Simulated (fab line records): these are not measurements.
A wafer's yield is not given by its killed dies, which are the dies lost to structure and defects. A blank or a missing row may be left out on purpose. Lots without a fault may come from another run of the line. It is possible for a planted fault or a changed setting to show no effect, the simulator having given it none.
Check of tool commonality ; flow n5 finfet ; Lots sampled 10, wafers sampled 30

## WHY THIS WAS OPENED
2 of 10 lots carry a flag on the reading RS_PWELL at N5_BEOL_M4_RC_MEAS_101. No-fault wafers: 3002 ohm/sq, standard deviation 22.
Rule: a lot gets a flag if all its wafers with a number sit over 4 standard deviations from that mean, or if no wafer of it has a number. The other lots count as sound.

lot;measured;on;RS_PWELL (ohm/sq), wafer by wafer;flag
L269;day 9 00:26;prober-01;3018 3038 3014;
L270;day 9 04:48;prober-02;3008 2974 3001;
L273;day 9 05:35;prober-01;2991 3005 2976;
L272;day 9 14:31;prober-01;3004 3007 3014;
L277;day 10 14:10;prober-02;3003 3049 3036;
L278;day 10 16:13;prober-01;4273 4245 4266;FLAGGED
L279;day 11 10:02;prober-02;4260 4340 4278;FLAGGED
L285;day 12 12:24;prober-01;2965 2987 2991;
L286;day 13 00:23;prober-01;2978 2971 2982;
L288;day 13 03:45;prober-02;3005 3025 3052;
The mean of the flagged lots' numbers is 4277 ohm/sq, +1275 ohm/sq from the usual (+58 standard deviations).

## WHICH TOOL RAN EACH LOT
The record holds 2 process steps before the reading, out of a route of 1938 steps. Each cell gives the tool, then ch followed by the chambers the sampled wafers passed through, then the start.
lot;flag;N5_ZERO_LAYER_ETCH_18;N5_WELL_APT_IMPLANT_31
L269;;rie si-01 ch 2,3, day 2 00:58;implanter-02 ch 0, day 2 03:12
L270;;rie si-06 ch 0,2,3, day 2 06:49;implanter-01 ch 0, day 2 09:04
L273;;rie si-04 ch 0,2,3, day 3 00:49;implanter-01 ch 0, day 3 03:32
L272;;rie si-06 ch 0,2,3, day 2 19:28;implanter-02 ch 0, day 2 21:37
L277;;rie si-01 ch 0,2, day 4 00:47;implanter-02 ch 0, day 4 03:09
L278;FLAGGED;rie si-04 ch 0,1,2, day 4 07:11;implanter-02 ch 0, day 4 09:47
L279;FLAGGED;rie si-06 ch 1,2, day 4 12:55;implanter-02 ch 0, day 4 15:14
L285;;rie si-04 ch 0,2,3, day 6 00:55;implanter-01 ch 0, day 6 02:59
L286;;rie si-04 ch 0,1,2, day 6 06:53;implanter-01 ch 0, day 6 08:58
L288;;rie si-06 ch 0,1,2, day 6 18:48;implanter-01 ch 0, day 6 21:10
What the steps here do:
- N5_ZERO_LAYER_ETCH_18: etches Si in HBr/Cl2, target depth 120 nm, time 40 s.
- N5_WELL_APT_IMPLANT_31
- N5_BEOL_M4_RC_MEAS_101

## FLAGGED OVER TOTAL, TOOL BY TOOL (the gauges that took the reading come last)
step;tool;lots run;flagged;share of the flagged lots;sound lots run after its first flagged lot
N5_ZERO_LAYER_ETCH_18;rie si-01;2;0;none;-
N5_ZERO_LAYER_ETCH_18;rie si-04;4;1;some;2 (L285,L286)
N5_ZERO_LAYER_ETCH_18;rie si-06;4;1;some;1 (L288)
N5_WELL_APT_IMPLANT_31;implanter-01;5;0;none;-
N5_WELL_APT_IMPLANT_31;implanter-02;5;2;all;0
N5_BEOL_M4_RC_MEAS_101;prober-01;6;1;some;2 (L285,L286)
N5_BEOL_M4_RC_MEAS_101;prober-02;4;1;some;1 (L288)

## WHAT THE TABLE ALLOWS
In the table, 1 row covers all flagged lots: implanter-02 at N5_WELL_APT_IMPLANT_31.
- implanter-02 at N5_WELL_APT_IMPLANT_31: 2 of its 5 lots flagged. Its last sound lot is L277 (day 4 03:09), its first flagged lot L278 (day 4 09:47): a fault that began between those two fits. Its own readings lie more than 4 standard deviations out on every wafer of the flagged lots: dose ions cm2, faraday current uA.
What remains is a single tool, implanter-02 at N5_WELL_APT_IMPLANT_31.

## WHAT THE SIMULATOR HAD PUT IN
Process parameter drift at N5_WELL_APT_IMPLANT_31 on implanter-02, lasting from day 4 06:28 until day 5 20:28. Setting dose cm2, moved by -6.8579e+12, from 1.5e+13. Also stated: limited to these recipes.
Shown lots that were struck: L278, L279. Same finding as the rule above.
